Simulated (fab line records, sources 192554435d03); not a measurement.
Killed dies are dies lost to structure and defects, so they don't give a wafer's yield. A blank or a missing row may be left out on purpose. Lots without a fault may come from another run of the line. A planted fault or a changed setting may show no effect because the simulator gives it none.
One fault seen from 2 desks | flow n5_finfet | each desk has only its own numbers; what lay behind them comes last

THE METROLOGY DESK
What the gauges read, lot by lot, whatever tool the lot ran on: means of the sampled wafers that have a number. A lot is out of limits, marked OUT, if its mean lies more than 4 standard deviations from the usual mean; the brackets give that distance. Of its 10 readings 7 are shown: those that lie furthest out on some lot.
Columns: A = DIBL_N at N5_BEOL_M4_RC_MEAS_101, usual 36.5 mV/V; B = DIBL_P at N5_BEOL_M4_RC_MEAS_101, usual 36.9 mV/V; C = IOFF_N at N5_BEOL_M4_RC_MEAS_101, usual 0.17 nA/um; D = ION_N at N5_BEOL_M4_RC_MEAS_101, usual 671 uA/um; E = ION_P at N5_BEOL_M4_RC_MEAS_101, usual 461 uA/um; F = SS_N at N5_BEOL_M4_RC_MEAS_101, usual 71.6 mV/dec; G = VT_N at N5_BEOL_M4_RC_MEAS_101, usual 250 mV
lot  | first seen here | A    | B    | C    | D   | E   | F    | G
L169 | day 9 15:09     | 36.5 | 36.5 | 0.16 | 671 | 462 | 71.3 | 250
L176 | day 11 12:56    | 36.3 | 37.7 | 0.17 | 680 | 459 | 71.6 | 248
L179 | day 12 02:12    | 37.5 | 38.1 | 0.20 | 691 | 469 | 71.7 | 246
L181 | day 13 03:11    | 36.5 | 38.0 | 0.18 | 676 | 465 | 71.9 | 248
This desk's finding: nothing out of limits on any of the 4 lots.

THE TOOL OWNER'S DESK: litho_track-05
The tool's own readings at N5_BEOL_M0_SAQP_COAT_72 (time 60 s, resist thk 15 nm): means of the sampled wafers that have a number, for each lot that ran on this tool. A lot is out of limits, marked OUT, if its mean lies more than 4 standard deviations from the usual mean; the brackets give that distance.
Columns: A = heater_power_total_W at N5_BEOL_M0_SAQP_COAT_72, usual 427.4 W; B = spin_speed_rpm at N5_BEOL_M0_SAQP_COAT_72, usual 1500.0 rpm
lot  | first seen here | A     | B
L169 | day 6 22:29     | 427.3 | 1500.6
L176 | day 8 09:10     | 428.5 | 1439.4 (-61) OUT
L179 | day 9 03:26     | 425.6 | 1441.3 (-59) OUT
This desk's finding: out of limits on L176, L179; first on L176, day 8 09:10 (spin_speed_rpm at N5_BEOL_M0_SAQP_COAT_72). In limits: L169.

PUT TOGETHER
The tool owner's desk could have raised an alarm at day 8 09:10, on L176, L179.
The metrology desk saw nothing out of limits.
The metrology desk has L176, L179 on record, within its limits.
Of the lots named, all ran N5_BEOL_M0_SAQP_COAT_72 on litho_track-05.

WHAT THE SIMULATOR HAD PUT IN
Process parameter drift: litho_track-05, from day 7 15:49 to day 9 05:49, at N5_BEOL_M0_SAQP_COAT_72. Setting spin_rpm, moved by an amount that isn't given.
Lots struck among those shown: L176, L179.
Hours from the fault's start to each desk's first reading out of limits: the tool owner's desk, 17.
